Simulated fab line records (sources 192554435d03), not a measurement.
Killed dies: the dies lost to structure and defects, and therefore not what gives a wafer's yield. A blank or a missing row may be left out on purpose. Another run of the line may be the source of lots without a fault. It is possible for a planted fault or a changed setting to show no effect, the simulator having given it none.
Matching of chambers | flow n5-finfet | 4 sister chambers for N5_BEOL_M0_SAQP_MANDREL2_REMOVE_110 on rie-si-03
The step chemistry HBr/Cl2/O2, target a-Si, stops on SiCN, bt time 10 s. 4 wafers are shown with their chamber, then 9 later ones without.

## WAFERS PAIRED WITH THEIR CHAMBERS
wafer  | chamber | oes_o_777_au (a.u.)
L081.1 | 1       | 0.99
L088.1 | 0       | 1.05
L091.5 | 3       | 0.97
L091.6 | 2       | 1.02

## WAFERS WHOSE CHAMBER IS MISSING
wafer  | oes_o_777_au (a.u.)
L092.1 | 1.00
L092.2 | 0.97
L092.4 | 0.97
L095.2 | 1.05
L095.5 | 1.00
L095.6 | 1.05
L096.4 | 1.01
L096.5 | 1.06
L096.6 | 1.00

## EACH ONE'S CHAMBER
wafer  | from the rows above     | in truth
L092.1 | can't be placed: 1 or 2 | 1
L092.2 | 3                       | 3
L092.4 | 3                       | 3
L095.2 | 0                       | 0
L095.5 | can't be placed: 1 or 2 | 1
L095.6 | 0                       | 0
L096.4 | can't be placed: 2 or 1 | 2
L096.5 | 0                       | 0
L096.6 | can't be placed: 1 or 2 | 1
Correctly placed: 5 of 9. Can't be placed from these rows: 4 (the true chamber is among the candidates in 4). Number placed wrongly: 0.
How it was worked out, from the rows above alone: a wafer's distance from a chamber is the root of the sum, over the readings, of the square of ((its reading less the chamber's mean) divided by the reading's scatter). If the next closest chamber is less than 2 further off than the closest, the wafer can't be placed; otherwise it belongs to the closest. A chamber's mean is the mean of its shown wafers. The scatter: root of mean squared gap, hidden wafer to nearest shown wafer, with one shown wafer a chamber.
